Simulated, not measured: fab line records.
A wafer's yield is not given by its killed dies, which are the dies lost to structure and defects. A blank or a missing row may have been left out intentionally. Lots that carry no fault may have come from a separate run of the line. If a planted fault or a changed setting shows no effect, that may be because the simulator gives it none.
Split-lot study / flow n5_finfet / route with 1938 steps; 7 lots, 21 wafers read

== SPLIT DETAILS ==
At N5_BEOL_M9_COAT_59 (time 60 s, resist thk 100 nm), the setting spin_rpm was moved away from the recipe's 1500 rpm on 9 of the 21 wafers read, by -10.3% to +7.0%. This setting was run at the recipe's value on the other wafers.

== FROM THE SPLIT TO THE READING: what the file shows between them, 1 step ==
- N5_BEOL_M9_ETCH_61: etches SiARC in CF4, target depth 39 nm, time 65 s (also split here: source_w)

== THE READING ==
etch.depth_nm (the simulator's own value, which no gauge read), in nm, at N5_BEOL_M9_ETCH_62 (etches SOC in N2/H2, target depth 110 nm, overetch 22 nm, time 165 s). The file gives no usual value for it. Across the 12 wafers here that went through the recipe, the average is 99.99 nm and the standard deviation 0.22 nm.

wafer=L076.2; tool, chamber at the split=litho_track-03, 0; spin_rpm as run, rpm=1500; against the recipe=recipe; etch.depth_nm, nm=100.3; against lot-mates on the recipe=-
wafer=L076.5; tool, chamber at the split=litho_track-03, 0; spin_rpm as run, rpm=1437; against the recipe=-4.2%; etch.depth_nm, nm=102.3; against lot-mates on the recipe=+2.00
wafer=L076.6; tool, chamber at the split=litho_track-03, 0; spin_rpm as run, rpm=1437; against the recipe=-4.2%; etch.depth_nm, nm=102.6; against lot-mates on the recipe=+2.30
wafer=L080.1; tool, chamber at the split=litho_track-02, 0; spin_rpm as run, rpm=1605; against the recipe=+7.0%; etch.depth_nm, nm=95.93; against lot-mates on the recipe=-4.27
wafer=L080.3; tool, chamber at the split=litho_track-02, 0; spin_rpm as run, rpm=1500; against the recipe=recipe; etch.depth_nm, nm=100.2; against lot-mates on the recipe=-
wafer=L080.6; tool, chamber at the split=litho_track-02, 0; spin_rpm as run, rpm=1605; against the recipe=+7.0%; etch.depth_nm, nm=96.77; against lot-mates on the recipe=-3.43
wafer=L079.1; tool, chamber at the split=litho_track-05, 0; spin_rpm as run, rpm=1500; against the recipe=recipe; etch.depth_nm, nm=99.81; against lot-mates on the recipe=-
wafer=L079.2; tool, chamber at the split=litho_track-05, 0; spin_rpm as run, rpm=1500; against the recipe=recipe; etch.depth_nm, nm=99.47; against lot-mates on the recipe=-
wafer=L079.3; tool, chamber at the split=litho_track-05, 0; spin_rpm as run, rpm=1604; against the recipe=+6.9%; etch.depth_nm, nm=96.59; against lot-mates on the recipe=-3.05
wafer=L083.4; tool, chamber at the split=litho_track-02, 0; spin_rpm as run, rpm=1553; against the recipe=+3.5%; etch.depth_nm, nm=98.49; against lot-mates on the recipe=-1.49
wafer=L083.5; tool, chamber at the split=litho_track-02, 0; spin_rpm as run, rpm=1500; against the recipe=recipe; etch.depth_nm, nm=99.98; against lot-mates on the recipe=-
wafer=L083.6; tool, chamber at the split=litho_track-02, 0; spin_rpm as run, rpm=1553; against the recipe=+3.5%; etch.depth_nm, nm=98.1; against lot-mates on the recipe=-1.88
wafer=L086.2; tool, chamber at the split=litho_track-03, 0; spin_rpm as run, rpm=1345; against the recipe=-10.3%; etch.depth_nm, nm=105.6; against lot-mates on the recipe=+5.40
wafer=L086.3; tool, chamber at the split=litho_track-03, 0; spin_rpm as run, rpm=1345; against the recipe=-10.3%; etch.depth_nm, nm=105.7; against lot-mates on the recipe=+5.50
wafer=L086.4; tool, chamber at the split=litho_track-03, 0; spin_rpm as run, rpm=1500; against the recipe=recipe; etch.depth_nm, nm=100.2; against lot-mates on the recipe=-
wafer=L091.1; tool, chamber at the split=litho_track-03, 0; spin_rpm as run, rpm=1500; against the recipe=recipe; etch.depth_nm, nm=100.1; against lot-mates on the recipe=-
wafer=L091.2; tool, chamber at the split=litho_track-03, 0; spin_rpm as run, rpm=1500; against the recipe=recipe; etch.depth_nm, nm=99.9; against lot-mates on the recipe=-
wafer=L091.3; tool, chamber at the split=litho_track-03, 0; spin_rpm as run, rpm=1500; against the recipe=recipe; etch.depth_nm, nm=99.8; against lot-mates on the recipe=-
wafer=L092.3; tool, chamber at the split=litho_track-02, 0; spin_rpm as run, rpm=1500; against the recipe=recipe; etch.depth_nm, nm=100.1; against lot-mates on the recipe=-
wafer=L092.5; tool, chamber at the split=litho_track-02, 0; spin_rpm as run, rpm=1500; against the recipe=recipe; etch.depth_nm, nm=100.1; against lot-mates on the recipe=-
wafer=L092.4; tool, chamber at the split=litho_track-02, 0; spin_rpm as run, rpm=1500; against the recipe=recipe; etch.depth_nm, nm=99.9; against lot-mates on the recipe=-

FIT RESULTS
A straight line over all 21 wafers: etch.depth_nm changes by -0.534 nm for each +1% of spin_rpm; r = -0.99; the points scatter about the line by 0.26 nm.
The same after taking each lot's own level away (the mean of its wafers on the recipe; 21 wafers): -0.518 nm for each +1%; r = -1.00; scatter 0.24 nm.
Per that fit: largest spin_rpm move, reading shift of 5.4 nm.
The span of the lots' own levels, 99.640 to 100.300 nm, comes to 3.0 times the standard deviation stated above.
Hence the lot-to-lot level has little effect on the slope; both slopes agree.
Check: with one of the wafers moved furthest among these (-10.3%) left out of the fit, the line predicts +5.37 nm for it against its lot-mates. It came out at +5.4 nm against them.

== FURTHER SPLITS ON THESE WAFERS ==
Note: prior to the reading, these wafers also went through further splits. Each is held against what the fit with the lots' levels taken away leaves over:
other split on the same wafers=N5_BEOL_M8_TRENCH_ETCH_37 time_s; wafers away from the commonest value=7; r with etch.depth_nm (lot level and that fit taken away)=-0.19
other split on the same wafers=N5_BEOL_M9_ETCH_61 source_w; wafers away from the commonest value=9; r with etch.depth_nm (lot level and that fit taken away)=-0.53

== THE WHOLE CHAIN: every reading that the file lists as answering this split, in the file's order ==
step=N5_BEOL_M9_COAT_59; what it does=time 60 s, resist thk 100 nm; reading=SOC_of_BEOL_M9_COAT_59.thk_nm (the simulator's own value, which no gauge read); change (the file's fit)=-0.512 nm for each +1% of the setting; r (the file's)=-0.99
step=N5_BEOL_M9_ETCH_62; what it does=etches SOC in N2/H2, target depth 110 nm, overetch 22 nm, time 165 s; reading=etch.depth_nm (the simulator's own value, which no gauge read); change (the file's fit)=-0.512 nm for each +1% of the setting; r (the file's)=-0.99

== THE FILE'S OWN FIT ==
etch.depth_nm changes by -0.512 nm for each +1% of spin_rpm, r = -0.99.
